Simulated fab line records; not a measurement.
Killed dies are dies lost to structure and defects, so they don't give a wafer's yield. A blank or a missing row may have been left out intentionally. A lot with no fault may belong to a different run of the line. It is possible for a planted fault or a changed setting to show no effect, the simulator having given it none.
Split-lot study    flow n5 finfet    21 wafers read across 7 lots, on a route 1938 steps long

== THE SPLIT ITSELF ==
At N5_BEOL_M6_DEP_56 (deposits SiCN from 3MS/NH3, target thk 10 nm, time 17.5 s), the setting time s was moved away from the recipe's 17.5 s on 7 of the 21 wafers read, by -11.4% to +4.1%. The other wafers ran this setting at the recipe's value.

The split's own step is where the reading is taken.

== THE READING ==
SiCN_of_BEOL_M6_DEP_56.thk nm (the simulator's own value, which no gauge read), in nm, at N5_BEOL_M6_DEP_56 (deposits SiCN from 3MS/NH3, target thk 10 nm, time 17.5 s). The file does not state a usual value for it. Across the 14 wafers here that went through the recipe, the average is 10.0 nm and the standard deviation 0.16 nm.

wafer   tool, chamber at the split  time s as run, s  against the recipe  SiCN_of_BEOL_M6_DEP_56.thk nm, nm  against lot-mates on the recipe
L074.1  pecvd-01, 2                 18.22             +4.1%               10.2                               +0.1
L074.2  pecvd-01, 0                 17.5              recipe              10                                 -
L074.3  pecvd-01, 0                 17.5              recipe              10.2                               -
L081.1  pecvd-02, 1                 17.5              recipe              10                                 -
L081.4  pecvd-02, 1                 17.5              recipe              10                                 -
L081.3  pecvd-02, 2                 17.5              recipe              9.8                                -
L086.3  pecvd-02, 2                 17.5              recipe              10                                 -
L086.4  pecvd-02, 1                 15.5              -11.4%              9                                  -1.0
L086.5  pecvd-02, 0                 15.5              -11.4%              9.2                                -0.8
L090.1  pecvd-02, 1,0               17.5              recipe              10                                 -
L090.3  pecvd-02, 1,0               17.5              recipe              10                                 -
L090.4  pecvd-02, 2                 17.5              recipe              10.4                               -
L092.3  pecvd-03, 1                 17.5              recipe              9.8                                -
L092.5  pecvd-03, 1,2               15.76             -9.9%               9                                  -0.8
L092.6  pecvd-03, 1,2               15.76             -9.9%               9                                  -0.8
L095.3  pecvd-01, 1,0               17.5              recipe              10                                 -
L095.4  pecvd-01, 1,0               17.5              recipe              10                                 -
L095.6  pecvd-01, 1                 17.5              recipe              10.2                               -
L096.1  pecvd-02, 1,0               16.78             -4.1%               9.4                                -0.4
L096.3  pecvd-02, 1,0               16.78             -4.1%               9.4                                -0.4
L096.4  pecvd-02, 2                 17.5              recipe              9.8                                -
The file does not say which wafer passed through which chamber wherever a row lists several chambers: such a row stands for several wafers.

FIT RESULTS
A straight line over all 21 wafers: SiCN_of_BEOL_M6_DEP_56.thk nm changes by +0.0887 nm for each +1% of time s; r = +0.92; the points scatter about the line by 0.17 nm.
The same after taking each lot's own level away (the mean of its wafers on the recipe; 21 wafers): +0.0766 nm for each +1%; r = +0.95; scatter 0.12 nm.
The reading moves by 0.88 nm for the largest change in time s, on that fit.
The span of the lots' own levels, 9.80 to 10.13 nm, comes to 2.1 times the standard deviation stated above.
So the lot-to-lot level changes the slope: the two fits differ.
Check: for one of the wafers moved furthest among these (-11.4%), held out of the fit, the line's prediction against its lot-mates is -0.865 nm. Against them it came out at -1 nm.

== ADDITIONAL SPLITS CARRIED BY THESE WAFERS ==
Other splits were also applied to these wafers ahead of the reading. Each is held against what the fit with the lots' levels taken away leaves over:
other split on the same wafers  wafers away from the commonest value  r with SiCN_of_BEOL_M6_DEP_56.thk nm (lot level and that fit taken away)
N5_BEOL_M5_EXPOSE_08 dose mj    4                                     +0.06

== FILE'S OWN FIT ==
SiCN_of_BEOL_M6_DEP_56.thk nm changes by +0.0771 nm for each +1% of time s, r = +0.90.
